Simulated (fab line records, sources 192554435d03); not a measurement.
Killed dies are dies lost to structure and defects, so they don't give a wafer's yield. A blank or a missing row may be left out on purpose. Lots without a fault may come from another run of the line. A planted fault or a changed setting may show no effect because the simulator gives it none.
Which tool did it? | flow n5_finfet | 11 lots, 30 wafers sampled, at 5 steps of a route of 1938

WHAT THE GAUGES READ, wafer by wafer
N5_BEOL_M4_RC_MEAS_101.
lot  | measured     | on        | DIBL_N (mV/V)  | DIBL_P (mV/V)  | IOFF_N (nA/um) | IOFF_P (nA/um) | ION_N (uA/um) | ION_P (uA/um) | SS_N (mV/dec)  | SS_P (mV/dec)  | VT_N (mV)   | VT_P (mV)
L774 | day 10 01:57 | prober-02 | 33.3 38.8 31.5 | 32.4 39.3 30.2 | 0.09 0.19 0.08 | 0.16 0.26 0.13 | 644 676 636   | 452 469 452   | 70.7 71.5 70.1 | 71.9 74.8 72.3 | 259 250 262 | -254 -247 -256
L775 | day 10 08:25 | prober-02 | 34.9 37.0      | 33.9 37.6      | 0.13 0.17      | 0.17 0.22      | 671 684       | 460 468       | 70.6 71.1      | 73.4 74.7      | 255 248     | -254 -252
L776 | day 10 11:35 | prober-02 | 37.2 40.6 39.5 | 37.7 42.3 40.8 | 0.14 0.24 0.20 | 0.20 0.28 0.25 | 667 706 685   | 462 478 465   | 71.1 72.4 72.2 | 73.0 74.4 74.3 | 253 241 248 | -253 -245 -247
L777 | day 10 06:04 | prober-01 | 41.7 34.2 40.5 | 40.4 32.3 40.5 | 0.31 0.13 0.29 | 0.35 0.19 0.34 | 707 678 703   | 476 467 475   | 73.8 70.7 72.2 | 74.9 72.7 74.8 | 241 251 241 | -242 -250 -243
L787 | day 12 14:05 | prober-02 | 36.0 33.7      | 37.2 33.3      | 0.16 0.11      | 0.21 0.16      | 688 637       | 466 446       | 71.6 70.9      | 73.3 72.8      | 249 257     | -253 -258
L785 | day 13 12:01 | prober-02 | 37.6 33.3 38.7 | 39.6 33.2 41.4 | 0.18 0.12 0.20 | 0.24 0.15 0.28 | 667 664 664   | 456 453 460   | 72.1 70.7 72.3 | 74.0 72.2 74.4 | 250 253 247 | -249 -255 -250
L788 | day 13 12:56 | prober-02 | 35.9 33.9      | 32.5 32.2      | 0.13 0.11      | 0.17 0.17      | 642 643       | 446 449       | 70.9 70.0      | 72.0 71.7      | 254 252     | -252 -249
L790 | day 13 11:56 | prober-01 | 37.2 33.4 35.6 | 36.8 33.5 34.8 | 0.19 0.13 0.16 | 0.27 0.20 0.23 | 692 670 662   | 484 467 469   | 72.1 70.7 71.8 | 74.2 73.6 73.9 | 245 251 249 | -244 -249 -244
L791 | day 14 11:39 | prober-01 | 36.8 39.7 41.3 | 35.2 40.8 41.4 | 0.14 0.23 0.27 | 0.17 0.27 0.28 | 642 699 686   | 446 477 459   | 71.7 72.2 73.6 | 73.2 73.9 74.2 | 255 247 246 | -254 -245 -251
L793 | day 14 19:44 | prober-01 | 37.5 36.8 38.7 | 38.9 37.7 40.5 | 0.19 0.17 0.22 | 0.24 0.23 0.26 | 684 680 683   | 467 472 461   | 71.8 72.5 72.5 | 73.3 73.1 73.6 | 248 249 247 | -251 -248 -246
L794 | day 15 10:08 | prober-02 | 36.3 37.3 34.7 | 37.5 39.0 33.1 | 0.18 0.22 0.14 | 0.28 0.31 0.19 | 697 695 648   | 485 473 451   | 72.9 72.6 72.8 | 73.5 73.7 72.3 | 248 246 257 | -246 -241 -251

WHICH TOOL RAN EACH LOT (tool, then ch and the chambers of the sampled wafers, then the start)
lot  | N5_BEOL_M2_SPUTTER_86        | N5_BEOL_M2_ANNEAL_93         | N5_BEOL_M2_ANNEAL_51             | N5_BEOL_M2_CO_CAP_55
L774 | pvd_sputter-02, day 8 01:40  | pvd_sputter-02, day 8 02:25  | rtp_anneal-01 ch 0, day 8 03:04  | cvd_co-02 ch 0,1, day 8 03:52
L775 | pvd_sputter-03, day 8 02:49  | pvd_sputter-03, day 8 03:33  | rtp_anneal-02 ch 0, day 8 04:14  | cvd_co-01 ch 0,1, day 8 04:49
L776 | pvd_sputter-03, day 8 10:47  | pvd_sputter-03, day 8 11:31  | rtp_anneal-01 ch 0, day 8 12:04  | cvd_co-02 ch 0,1, day 8 12:44
L777 | pvd_sputter-03, day 8 14:12  | pvd_sputter-03, day 8 14:56  | rtp_anneal-02 ch 0, day 8 15:29  | cvd_co-02 ch 0,1, day 8 16:10
L787 | pvd_sputter-01, day 10 18:45 | pvd_sputter-01, day 10 19:29 | rtp_anneal-01 ch 0, day 10 20:05 | cvd_co-02 ch 1,2, day 10 20:43
L785 | pvd_sputter-03, day 11 02:10 | pvd_sputter-03, day 11 02:54 | rtp_anneal-02 ch 0, day 11 03:30 | cvd_co-02 ch 0,1, day 11 04:08
L788 | pvd_sputter-03, day 11 12:57 | pvd_sputter-03, day 11 13:41 | rtp_anneal-02 ch 0, day 11 14:17 | cvd_co-01 ch 1,2, day 11 14:56
L790 | pvd_sputter-02, day 11 16:16 | pvd_sputter-02, day 11 17:00 | rtp_anneal-02 ch 0, day 11 17:33 | cvd_co-01 ch 1,2, day 11 18:13
L791 | pvd_sputter-03, day 12 08:25 | pvd_sputter-03, day 12 09:10 | rtp_anneal-01 ch 0, day 12 09:43 | cvd_co-01 ch 1,2, day 12 10:23
L793 | pvd_sputter-03, day 12 17:30 | pvd_sputter-03, day 12 18:14 | rtp_anneal-02 ch 0, day 12 18:56 | cvd_co-01 ch 0,1,2, day 12 19:30
L794 | pvd_sputter-01, day 13 02:31 | pvd_sputter-01, day 13 03:15 | rtp_anneal-01 ch 0, day 13 03:54 | cvd_co-01 ch 0,1,2, day 13 04:32
- N5_BEOL_M2_SPUTTER_86: material Cu, target thk 4.5 nm, time 8.29 s.
- N5_BEOL_M2_ANNEAL_93: time 240 s.
- N5_BEOL_M2_ANNEAL_51: time 90 s.
- N5_BEOL_M2_CO_CAP_55: material Co, precursor CCTBA/H2, target thk 2 nm, time 102.1 s.

WHAT THE TOOLS THEMSELVES READ (means of the sampled wafers that have a number; where no wafer has one, the mark that the record gives instead)
N5_BEOL_M2_SPUTTER_86.
lot  | tool           | throttle_valve_pct (%)
L774 | pvd_sputter-02 | 29.8
L775 | pvd_sputter-03 | 29.5
L776 | pvd_sputter-03 | 29.3
L777 | pvd_sputter-03 | 29.0
L787 | pvd_sputter-01 | 29.4
L785 | pvd_sputter-03 | 30.0
L788 | pvd_sputter-03 | 29.5
L790 | pvd_sputter-02 | 29.7
L791 | pvd_sputter-03 | 30.0
L793 | pvd_sputter-03 | 29.7
L794 | pvd_sputter-01 | 28.7

N5_BEOL_M2_ANNEAL_93.
lot  | tool           | heater_power_w (W)
L774 | pvd_sputter-02 | 784
L775 | pvd_sputter-03 | 848
L776 | pvd_sputter-03 | 822
L777 | pvd_sputter-03 | 844
L787 | pvd_sputter-01 | 806
L785 | pvd_sputter-03 | 824
L788 | pvd_sputter-03 | 857
L790 | pvd_sputter-02 | 778
L791 | pvd_sputter-03 | 828
L793 | pvd_sputter-03 | 807
L794 | pvd_sputter-01 | 806

N5_BEOL_M2_ANNEAL_51.
lot  | tool          | anneal_temp_c_max | wafer_temp_C_max
L774 | rtp_anneal-01 | 226.05            | 225.6
L775 | rtp_anneal-02 | 226.01            | 225.9
L776 | rtp_anneal-01 | 226.17            | 225.8
L777 | rtp_anneal-02 | 225.62            | 226.0
L787 | rtp_anneal-01 | 226.00            | 225.6
L785 | rtp_anneal-02 | 225.69            | 226.1
L788 | rtp_anneal-02 | 225.61            | 226.2
L790 | rtp_anneal-02 | 225.69            | 226.2
L791 | rtp_anneal-01 | 226.16            | 225.6
L793 | rtp_anneal-02 | 225.51            | 226.1
L794 | rtp_anneal-01 | 226.21            | 225.5

N5_BEOL_M2_CO_CAP_55.
lot  | tool      | heater_power_w (W) | run_length_s (s)
L774 | cvd_co-02 | 234                | 124.9
L775 | cvd_co-01 | 233                | 124.7
L776 | cvd_co-02 | 234                | 124.7
L777 | cvd_co-02 | 230                | 124.5
L787 | cvd_co-02 | 218                | 140.8
L785 | cvd_co-02 | 236                | 145.2
L788 | cvd_co-01 | 246                | 124.5
L790 | cvd_co-01 | 250                | 124.8
L791 | cvd_co-01 | 235                | 124.6
L793 | cvd_co-01 | 232                | 124.9
L794 | cvd_co-01 | 232                | 124.8

THE ANSWER, worked out from the rows above alone
Rule: what is usual is taken from the lots themselves. Put in order of their means at a reading, lots are off if they are a third of the lots or fewer, leave a main group of 4 or more, and stand apart from it by a gap of 3 or more times the standard deviation of the main group's means; of several such gaps the widest counts. A main group whose means are all the same, to the digits that the tables above print for the reading, isn't used. A lot without any number at a reading at which 4 lots or more have one is off too. The other lots that the step has rows for count as sound. The gauges are gone through in route order, then the tools' own readings, and for those a lot's mean is taken as printed above. The first step at which some lot is off is used, and at that step the reading that is off furthest; a lot without a number counts as furthest.
Off: L787, L785, at N5_BEOL_M2_CO_CAP_55 (run_length_s). The main group: mean 124.7 s, standard deviation 0.14.
A tool fits if, at that step or a process step before it, it ran every lot that is off, and no sound lot after the first of them. One fits: cvd_co-02 at N5_BEOL_M2_CO_CAP_55. Its last sound lot is L777 (day 8 16:10), its first lot that is off L787 (day 10 20:43): a fault that began between those two fits.
The tool's own readings at N5_BEOL_M2_CO_CAP_55 bear it out: on the lots that are off they differ by more than 5 times the standard deviation of the sound lots' means. run_length_s reads 143.0 s there against 124.7 s on the sound lots.

WHAT THE SIMULATOR HAD PUT IN
Process parameter drift: cvd_co-02, from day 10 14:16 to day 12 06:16, at N5_BEOL_M2_CO_CAP_55. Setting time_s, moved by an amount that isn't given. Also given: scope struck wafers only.
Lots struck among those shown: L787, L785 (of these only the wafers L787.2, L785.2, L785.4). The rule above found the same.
